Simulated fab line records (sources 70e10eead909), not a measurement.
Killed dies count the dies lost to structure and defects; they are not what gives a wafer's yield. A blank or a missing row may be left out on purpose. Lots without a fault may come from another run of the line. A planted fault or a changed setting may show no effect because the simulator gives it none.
Chamber matching | flow nandHarc | rieDiel-12 running NHARC_A_STAIRCASE_DESCUM_291: 4 sister chambers
The step chemistry O2, time 3 s. 8 wafers are shown with their chamber, then 7 later ones without.

== WAFERS PAIRED WITH THEIR CHAMBERS ==
wafer  | chamber | showerheadPlenumPTorr (Torr) | rfVppV (V)
L875.2 | 2       | 1.76                         | 57.2
L884.2 | 3       | 1.96                         | 57.7
L884.3 | 1       | 1.88                         | 56.2
L884.5 | 2       | 2.07                         | 58.1
L889.4 | 1       | 1.87                         | 57.3
L889.5 | 0       | 1.78                         | 57.4
L890.2 | 0       | 1.77                         | 57.6
L890.3 | 3       | 1.95                         | 60.2

== WAFERS MISSING THEIR CHAMBER ==
wafer  | showerheadPlenumPTorr (Torr) | rfVppV (V)
L890.4 | 2.06                         | 58.4
L891.4 | 1.77                         | 56.1
L891.5 | 1.87                         | 58.1
L891.6 | 2.06                         | 58.4
L893.3 | 1.87                         | 57.8
L893.4 | 1.95                         | 57.6
L893.5 | 2.06                         | 59.8

== WHICH CHAMBER EACH ONE RAN IN ==
wafer  | from the rows above               | in truth
L890.4 | can't be placed: 3 or 2 or 1 or 0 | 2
L891.4 | can't be placed: 1 or 0 or 2      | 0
L891.5 | can't be placed: 2 or 0 or 3 or 1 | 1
L891.6 | can't be placed: 3 or 2 or 1 or 0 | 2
L893.3 | can't be placed: 2 or 0 or 1 or 3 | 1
L893.4 | can't be placed: 2 or 1 or 3 or 0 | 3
L893.5 | can't be placed: 3 or 2           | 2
0 of 7 placed correctly. Unplaceable from these rows: 7, with the true chamber sitting among the candidates in 7. Wrongly placed: 0.
How it was worked out, from the rows above alone: a wafer's distance from a chamber is the root of the sum, over the readings, of the square of ((its reading less the chamber's mean) divided by the reading's scatter). The wafer belongs to the nearest chamber; if the next one is less than 2 further off, it can't be placed. A chamber's mean is the mean of its shown wafers. The scatter: the root of (the sum of the squares of (reading less its chamber's mean) over the shown wafers, divided by (wafers less chambers)).
